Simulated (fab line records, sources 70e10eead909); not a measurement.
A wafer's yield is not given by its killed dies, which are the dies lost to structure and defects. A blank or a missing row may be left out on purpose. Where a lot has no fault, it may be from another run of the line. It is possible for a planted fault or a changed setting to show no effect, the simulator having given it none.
Code-filled problem report in 8D (eight disciplines) form || flow nand_harc || the parts of the form that need people (team, actions taken, sign-off) are left out

1. WHAT IS WRONG
Mean of killed_at_other at NHARC_END_SORT_01: 644.0 across 3 wafers in 3 lots; on wafers with no fault it is 0.8 (standard deviation 1.1). So: +99 or more standard deviations from the usual mean.
First seen on wafer L631.6, day 23 07:26, on prober-01. The record has a number at this step for 10 wafers belonging to 4 lots. Rule for "out" (also "out of limits"): further than 4 standard deviations from the usual mean. The rest of the wafers with a number are treated as sound.

2. WHAT IT IS; WHAT IT IS NOT
{"question": "which readings at this step", "is": "killed_at_other, defect_limited_yield, killed_dies, sort_bin_2_pct, sort_n_pass, sort_rim_yield_pct, sort_yield_pct", "is not": "killed_at_array, killed_at_periphery, killed_open, killed_short, sort_bin_3_pct, sort_bin_4_pct"}
{"question": "which lots", "is": "L630, L631, L636", "is not": "L629"}
{"question": "which wafers of those lots", "is": "L630.4, L631.6, L636.2", "is not": "L630.5, L630.6, L631.4, L631.5, L636.1, L636.3"}
{"question": "read on which gauges", "is": "prober-01, prober-02", "is not": "-"}
{"question": "when", "is": "from day 23 07:26", "is not": "up to then (2 sound wafers); but 5 sound wafers of L629, L630, L636 came after"}

3. SUSPECTS, AND WHAT RULES EACH OUT
Counting: if a tool at a process step up to the reading ran every lot that is out, it stays a suspect. Sound lots after the first of them don't rule it out here, since some wafers of a struck lot are sound.
- the gauge at NHARC_END_SORT_01: ruled out. 2 gauges (prober-01, prober-02) read the wafers that are out.
- pvd_sputter-02 at NHARC_THIN_TSV_PVD_51 (deposits Cu, target thk 100 nm): kept. It ran every lot that is out, first L631 (day 22 15:38).
After counting, what remains is pvd_sputter-02 at NHARC_THIN_TSV_PVD_51.

4. THE CAUSE (what the simulator had put in)
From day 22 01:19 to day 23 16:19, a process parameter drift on pvd_sputter-02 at NHARC_THIN_TSV_PVD_51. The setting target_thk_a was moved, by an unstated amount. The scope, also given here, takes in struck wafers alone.
This tool alone remained once counting was done.

5. THE CHAIN OF EFFECTS, in route order
Each row: a reading whose mean over the struck wafers that have a number lies more than 3 standard deviations from the usual. Only readings whose record carries a usual standard deviation are examined. hours: median over the lots of the time between each lot's start at the first step of this table that gives one and its start at this step. sigmas: the change, counted in usual standard deviations.
{"hours": 0, "step": "NHARC_END_SORT_01", "reading": "defect_limited_yield", "usual": "95.7 %", "on struck wafers": 0.0, "change": -95.7, "sigmas": -64}
{"hours": 0, "step": "NHARC_END_SORT_01", "reading": "killed_at_other", "usual": 0.8, "on struck wafers": 644.0, "change": "+643.2", "sigmas": "+99 or more"}
{"hours": 0, "step": "NHARC_END_SORT_01", "reading": "killed_dies", "usual": 29, "on struck wafers": 677, "change": "+648", "sigmas": "+65"}
{"hours": 0, "step": "NHARC_END_SORT_01", "reading": "sort_bin_2_pct", "usual": "1.3 %", "on struck wafers": 96.5, "change": "+95.2", "sigmas": "+99 or more"}
{"hours": 0, "step": "NHARC_END_SORT_01", "reading": "sort_n_pass", "usual": 648, "on struck wafers": 0, "change": -648, "sigmas": -65}
{"hours": 0, "step": "NHARC_END_SORT_01", "reading": "sort_rim_yield_pct", "usual": "95 %", "on struck wafers": 0, "change": -95, "sigmas": -30}
{"hours": 0, "step": "NHARC_END_SORT_01", "reading": "sort_yield_pct", "usual": "95.7 %", "on struck wafers": 0.0, "change": -95.7, "sigmas": -64}

6. HOW IT WOULD HAVE BEEN CAUGHT EARLIER
In this record the first reading out of limits at a measuring or inspecting step was taken at day 23 07:26, 30 hours after the fault began at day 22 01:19.
Of the tool readings at NHARC_THIN_TSV_PVD_51 for which the record gives a usual standard deviation, none was out on any struck wafer, so an alarm limit of 4 standard deviations on them would not have fired.
All the lots that are out (3) had begun NHARC_THIN_TSV_PVD_51 on pvd_sputter-02 by day 23 07:26. Tool hold at that time: it would have spared none of them.
